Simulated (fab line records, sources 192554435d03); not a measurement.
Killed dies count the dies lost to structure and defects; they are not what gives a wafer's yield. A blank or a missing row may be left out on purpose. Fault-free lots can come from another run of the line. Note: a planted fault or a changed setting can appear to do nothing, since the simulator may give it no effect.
Matching of chambers -- flow n5-finfet -- 4 sister chambers for N5_DUMMY_GATE_STRIP_48 on rie-diel-06
The step strips in N2/H2, time 20 s. 4 wafers are shown with their chamber, then 12 later ones without.

== WAFERS, EACH WITH ITS CHAMBER ==
wafer,chamber,showerhead-plenum-p-Torr (Torr)
L089.1,2,3.47
L090.1,3,3.24
L090.2,1,3.32
L090.3,0,3.19

== WAFERS WITHOUT THEIR CHAMBER ==
wafer,showerhead-plenum-p-Torr (Torr)
L092.1,3.19
L092.2,3.32
L092.3,3.24
L092.4,3.47
L092.5,3.19
L092.6,3.32
L095.1,3.19
L095.4,3.24
L095.6,3.24
L097.2,3.31
L097.5,3.18
L097.6,3.31

== WHICH CHAMBER EACH ONE RAN IN ==
wafer,from the rows above,in truth
L092.1,0,0
L092.2,1,1
L092.3,3,3
L092.4,2,2
L092.5,0,0
L092.6,1,1
L095.1,0,0
L095.4,3,3
L095.6,3,3
L097.2,1,1
L097.5,0,0
L097.6,1,1
Correct placement for 12 of the 12. Left unplaced by these rows: 0. Number placed wrongly: 0.
How it was worked out, from the rows above alone: a wafer's distance from a chamber is the root of the sum, over the readings, of the square of ((its reading less the chamber's mean) divided by the reading's scatter). The wafer belongs to the nearest chamber; if the next one is less than 2 further off, it can't be placed. The mean given for a chamber averages the wafers shown for that chamber. The scatter: with one shown wafer a chamber, the root of the mean of the squares of how far each hidden wafer lies from its nearest shown one.
